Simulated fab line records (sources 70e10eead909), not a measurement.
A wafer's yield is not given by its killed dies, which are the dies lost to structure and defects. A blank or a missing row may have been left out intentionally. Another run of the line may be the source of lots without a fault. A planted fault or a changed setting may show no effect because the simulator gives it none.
Chamber matching / flow nand harc / pecvd-01 running NHARC_P_GATE_DEP_103: 3 sister chambers
The step deposits SiON, target thk 30 nm. 16 wafers are shown with their chamber, then 8 later ones without.

WAFERS WITH THEIR CHAMBER
wafer=L074.1; chamber=2; rf fwd power W (W)=348.0; heater power w (W)=712; susceptor temp C (C)=400.22
wafer=L074.2; chamber=1; rf fwd power W (W)=348.4; heater power w (W)=705; susceptor temp C (C)=400.07
wafer=L074.5; chamber=2; rf fwd power W (W)=348.0; heater power w (W)=735; susceptor temp C (C)=400.48
wafer=L076.3; chamber=2; rf fwd power W (W)=346.5; heater power w (W)=740; susceptor temp C (C)=400.06
wafer=L076.4; chamber=1; rf fwd power W (W)=347.8; heater power w (W)=715; susceptor temp C (C)=400.39
wafer=L076.6; chamber=2; rf fwd power W (W)=347.7; heater power w (W)=741; susceptor temp C (C)=400.12
wafer=L083.1; chamber=1; rf fwd power W (W)=347.5; heater power w (W)=657; susceptor temp C (C)=399.72
wafer=L083.2; chamber=2; rf fwd power W (W)=347.9; heater power w (W)=636; susceptor temp C (C)=399.68
wafer=L083.6; chamber=2; rf fwd power W (W)=349.0; heater power w (W)=625; susceptor temp C (C)=399.89
wafer=L084.2; chamber=1; rf fwd power W (W)=348.1; heater power w (W)=725; susceptor temp C (C)=399.63
wafer=L084.3; chamber=0; rf fwd power W (W)=349.2; heater power w (W)=692; susceptor temp C (C)=399.91
wafer=L084.4; chamber=2; rf fwd power W (W)=347.9; heater power w (W)=688; susceptor temp C (C)=400.04
wafer=L086.1; chamber=0; rf fwd power W (W)=350.5; heater power w (W)=613; susceptor temp C (C)=399.95
wafer=L086.5; chamber=1; rf fwd power W (W)=349.2; heater power w (W)=781; susceptor temp C (C)=399.94
wafer=L086.6; chamber=0; rf fwd power W (W)=348.6; heater power w (W)=604; susceptor temp C (C)=399.81
wafer=L090.1; chamber=1; rf fwd power W (W)=350.0; heater power w (W)=680; susceptor temp C (C)=400.25

SIGNATURES (means of the wafers above)
reading=rf fwd power W; chamber 0=349.433; chamber 1=348.500; chamber 2=347.857; scatter within a chamber=0.855
reading=heater power w; chamber 0=636.33; chamber 1=710.50; chamber 2=696.71; scatter within a chamber=46.5
reading=susceptor temp C; chamber 0=399.8900; chamber 1=400.0000; chamber 2=400.0700; scatter within a chamber=0.252
Rule: distance of a wafer from a chamber = root of the sum over the readings of ((wafer's reading minus chamber's mean) / reading's scatter) squared. The wafer belongs to the nearest chamber; if the next one is less than 2 further off, it can't be placed. The scatter: take each reading less its chamber's mean, square it, sum over the shown wafers, divide by the number of wafers less the number of chambers, and take the root.

WAFERS WITH NO CHAMBER GIVEN
wafer=L090.2; rf fwd power W (W)=349.1; heater power w (W)=663; susceptor temp C (C)=399.99
wafer=L090.5; rf fwd power W (W)=347.9; heater power w (W)=760; susceptor temp C (C)=400.18
wafer=L092.1; rf fwd power W (W)=348.7; heater power w (W)=742; susceptor temp C (C)=400.15
wafer=L092.2; rf fwd power W (W)=348.0; heater power w (W)=736; susceptor temp C (C)=400.14
wafer=L092.3; rf fwd power W (W)=349.6; heater power w (W)=663; susceptor temp C (C)=400.28
wafer=L094.3; rf fwd power W (W)=347.1; heater power w (W)=637; susceptor temp C (C)=400.08
wafer=L094.4; rf fwd power W (W)=349.9; heater power w (W)=705; susceptor temp C (C)=400.16
wafer=L094.5; rf fwd power W (W)=348.3; heater power w (W)=728; susceptor temp C (C)=399.48

CHAMBER TAKEN BY EACH
wafer=L090.2; from the rows above=can't be placed: 0 or 1 or 2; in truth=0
wafer=L090.5; from the rows above=can't be placed: 2 or 1 or 0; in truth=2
wafer=L092.1; from the rows above=can't be placed: 1 or 2 or 0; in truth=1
wafer=L092.2; from the rows above=can't be placed: 2 or 1 or 0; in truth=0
wafer=L092.3; from the rows above=can't be placed: 0 or 1 or 2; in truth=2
wafer=L094.3; from the rows above=can't be placed: 2 or 1 or 0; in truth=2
wafer=L094.4; from the rows above=can't be placed: 1 or 0 or 2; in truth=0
wafer=L094.5; from the rows above=can't be placed: 1 or 2 or 0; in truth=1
Placed correctly: 0 of 8. From these rows, 8 cannot be placed; in 8 the true chamber is one of the candidates. 0 placed wrongly.
